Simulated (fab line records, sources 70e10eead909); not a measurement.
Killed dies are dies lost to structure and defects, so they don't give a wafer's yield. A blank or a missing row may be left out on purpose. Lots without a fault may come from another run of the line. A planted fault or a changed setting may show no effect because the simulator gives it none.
Chamber matching | flow nand_harc | NHARC_A_STAIRCASE_DEP_151 on pecvd-03: 3 sister chambers
The step deposits SiO2, target thk 7200 nm. 6 wafers are shown with their chamber, then 9 later ones without.

WAFERS WITH THEIR CHAMBER
wafer  | chamber | heater_power_w (W)
L084.2 | 1       | 777
L085.3 | 2       | 842
L085.6 | 0       | 667
L087.1 | 0       | 689
L087.2 | 1       | 777
L087.6 | 2       | 717

WAFERS WITHOUT THEIR CHAMBER
wafer  | heater_power_w (W)
L091.2 | 703
L091.3 | 786
L091.6 | 647
L093.3 | 727
L093.5 | 662
L093.6 | 629
L094.1 | 774
L094.4 | 664
L094.5 | 641

WHICH CHAMBER EACH WENT THROUGH
wafer  | from the rows above          | in truth
L091.2 | can't be placed: 0 or 1 or 2 | 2
L091.3 | can't be placed: 2 or 1 or 0 | 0
L091.6 | can't be placed: 0 or 1 or 2 | 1
L093.3 | can't be placed: 0 or 1 or 2 | 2
L093.5 | can't be placed: 0 or 1 or 2 | 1
L093.6 | can't be placed: 0 or 1 or 2 | 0
L094.1 | can't be placed: 1 or 2 or 0 | 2
L094.4 | can't be placed: 0 or 1 or 2 | 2
L094.5 | can't be placed: 0 or 1 or 2 | 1
Placed correctly: 0 of 9. Can't be placed from these rows: 9 (the true chamber is among the candidates in 9). Placed wrongly: 0.
How it was worked out, from the rows above alone: a wafer's distance from a chamber is the root of the sum, over the readings, of the square of ((its reading less the chamber's mean) divided by the reading's scatter). The wafer belongs to the nearest chamber; if the next one is less than 2 further off, it can't be placed. A chamber's mean is the mean of its shown wafers. The scatter: the root of (the sum of the squares of (reading less its chamber's mean) over the shown wafers, divided by (wafers less chambers)).
